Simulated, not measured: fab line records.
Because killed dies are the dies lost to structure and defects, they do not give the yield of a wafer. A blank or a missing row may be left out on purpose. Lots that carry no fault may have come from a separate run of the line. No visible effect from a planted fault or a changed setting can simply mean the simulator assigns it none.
Split-lot trial ; flow n5_finfet ; 21 wafers read from 7 lots, route of 1938 steps

## ON THE SPLIT
At N5_BEOL_M2_ILD_DEP_00 (deposits SiOC from DEMS/O2, target thk 79 nm, time 15.3 s), the setting time_s was moved away from the recipe's 15.3 s on 7 of the 21 wafers read, by -14.1% to +13.1%. The other wafers ran this setting at the recipe's value.

Split to reading: the file shows no intervening step.

## THE READING
At N5_BEOL_M2_THK_MEAS_01: M2_ILD_THK, given in nm. Typical for fault-free wafers on this fab line: 79.8 nm, with standard deviation 1.1 nm.

wafer;tool, chamber at the split;time_s as run, s;against the recipe;M2_ILD_THK, nm;against lot-mates on the recipe
L077.2;pecvd-03, 0;16.05;+4.9%;81.2;+1.6
L077.3;pecvd-03, 2;16.05;+4.9%;81.6;+2.0
L077.4;pecvd-03, 0;15.3;recipe;79.6;-
L082.1;pecvd-03, 1;15.3;recipe;79.4;-
L082.2;pecvd-03, 0;15.3;recipe;78.6;-
L082.3;pecvd-03, 2;16.11;+5.3%;81.6;+2.6
L083.1;pecvd-04, 1;14.3;-6.5%;72.9;-5.3
L083.2;pecvd-04, 0;15.3;recipe;77.6;-
L083.6;pecvd-04, 0;15.3;recipe;78.8;-
L084.4;pecvd-03, 1;17.3;+13.1%;91.2;+10.4
L084.5;pecvd-03, 1;17.3;+13.1%;91.1;+10.3
L084.6;pecvd-03, 0;15.3;recipe;80.8;-
L085.1;pecvd-03, 0;15.3;recipe;78.8;-
L085.3;pecvd-03, 0;15.3;recipe;80.5;-
L085.5;pecvd-03, 0;15.3;recipe;80.5;-
L087.1;pecvd-04, 0;15.3;recipe;79.2;-
L087.4;pecvd-04, 1;15.3;recipe;79.6;-
L087.5;pecvd-04, 0;15.3;recipe;80.2;-
L096.3;pecvd-03, 1;15.3;recipe;80.3;-
L096.4;pecvd-03, 0;15.3;recipe;82.0;-
L096.5;pecvd-03, 1;13.14;-14.1%;70.1;-11.1

THE FIT
A straight line over all 21 wafers: M2_ILD_THK changes by +0.773 nm for each +1% of time_s; r = +0.95; the points scatter about the line by 1.4 nm.
The same after taking each lot's own level away (the mean of its wafers on the recipe; 21 wafers): +0.754 nm for each +1%; r = +0.98; scatter 0.85 nm.
That fit puts the effect of the largest move of time_s on the reading at 11 nm.
The lots' own levels span 78.20 to 81.15 nm, that is 2.7 times the standard deviation above.
The two slopes agree, so the slope changes little with the lot-to-lot level.
Check: -10.8 nm against its lot-mates is what the line predicts for one of the wafers moved furthest among these (-14.1%) when that wafer is left out of the fit. Against them it came out at -11.1 nm.

## THE WHOLE CHAIN: every reading that the file lists as answering this split, in the file's order
step;what it does;reading;change (the file's fit);r (the file's)
N5_BEOL_M2_ILD_DEP_00;deposits SiOC from DEMS/O2, target thk 79 nm, time 15.3 s;SiOC_of_BEOL_M2_ILD_DEP_00.thk_nm (the simulator's own value, which no gauge read);+0.754 nm for each +1% of the setting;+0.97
N5_BEOL_M2_THK_MEAS_01;;M2_ILD_THK;+0.749 for each +1% of the setting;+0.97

## FILE'S OWN FIT
M2_ILD_THK changes by +0.749 nm for each +1% of time_s, r = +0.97.
